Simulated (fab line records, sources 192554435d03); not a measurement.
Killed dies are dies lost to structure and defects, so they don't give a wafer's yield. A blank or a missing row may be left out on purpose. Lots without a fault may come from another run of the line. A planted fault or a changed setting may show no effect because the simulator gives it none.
One fault seen from 2 desks | flow n5_finfet | each desk has only its own numbers; what lay behind them comes last

THE TOOL OWNER'S DESK: pecvd-01
The tool's own readings at N5_BEOL_M0_SAQP_ILD_DEP_01 (deposits SiOC from DEMS/O2, target thk 45.419 nm, time 8.7 s): means of the sampled wafers that have a number, for each lot that ran on this tool. A lot is out of limits, marked OUT, if its mean lies more than 4 standard deviations from the usual mean; the brackets give that distance.
Columns: A = heater_power_w at N5_BEOL_M0_SAQP_ILD_DEP_01, usual 556 W; B = showerhead_plenum_p_Torr at N5_BEOL_M0_SAQP_ILD_DEP_01, usual 5.695 Torr; C = throttle_valve_pct at N5_BEOL_M0_SAQP_ILD_DEP_01, usual 11.8 %
lot  | first seen here | A   | B     | C
L905 | day 5 15:25     | 560 | 5.694 | 11.6
L914 | day 7 19:12     | 576 | 5.683 | 11.8
L915 | day 7 22:30     | 560 | 5.691 | 11.8
L917 | day 8 13:26     | 564 | 5.688 | 11.9
This desk's finding: nothing out of limits on any of the 4 lots.

THE METROLOGY DESK
What the gauges read, lot by lot, whatever tool the lot ran on: means of the sampled wafers that have a number. A lot is out of limits, marked OUT, if its mean lies more than 4 standard deviations from the usual mean; the brackets give that distance. Of its 10 readings 7 are shown: those that lie furthest out on some lot.
Columns: A = DIBL_N at N5_BEOL_M4_RC_MEAS_101, usual 36.4 mV/V; B = IOFF_N at N5_BEOL_M4_RC_MEAS_101, usual 0.162 nA/um; C = IOFF_P at N5_BEOL_M4_RC_MEAS_101, usual 0.211 nA/um; D = ION_P at N5_BEOL_M4_RC_MEAS_101, usual 463 uA/um; E = SS_N at N5_BEOL_M4_RC_MEAS_101, usual 71.5 mV/dec; F = VT_N at N5_BEOL_M4_RC_MEAS_101, usual 249.3 mV; G = VT_P at N5_BEOL_M4_RC_MEAS_101, usual -249.9 mV
lot  | first seen here | A    | B     | C     | D   | E    | F     | G
L905 | day 8 03:10     | 38.7 | 0.201 | 0.250 | 467 | 72.6 | 246.3 | -246.8
L914 | day 10 10:56    | 35.1 | 0.153 | 0.200 | 460 | 71.5 | 249.0 | -250.8
L915 | day 10 17:59    | 35.0 | 0.133 | 0.172 | 455 | 70.8 | 254.4 | -254.2
L917 | day 10 20:55    | 36.0 | 0.160 | 0.172 | 452 | 71.8 | 251.2 | -253.6
L924 | day 13 04:22    | 35.9 | 0.163 | 0.196 | 460 | 71.3 | 249.6 | -254.0
This desk's finding: nothing out of limits on any of the 5 lots.

PUT TOGETHER
The tool owner's desk saw nothing out of limits.
The metrology desk saw nothing out of limits.

WHAT THE SIMULATOR HAD PUT IN
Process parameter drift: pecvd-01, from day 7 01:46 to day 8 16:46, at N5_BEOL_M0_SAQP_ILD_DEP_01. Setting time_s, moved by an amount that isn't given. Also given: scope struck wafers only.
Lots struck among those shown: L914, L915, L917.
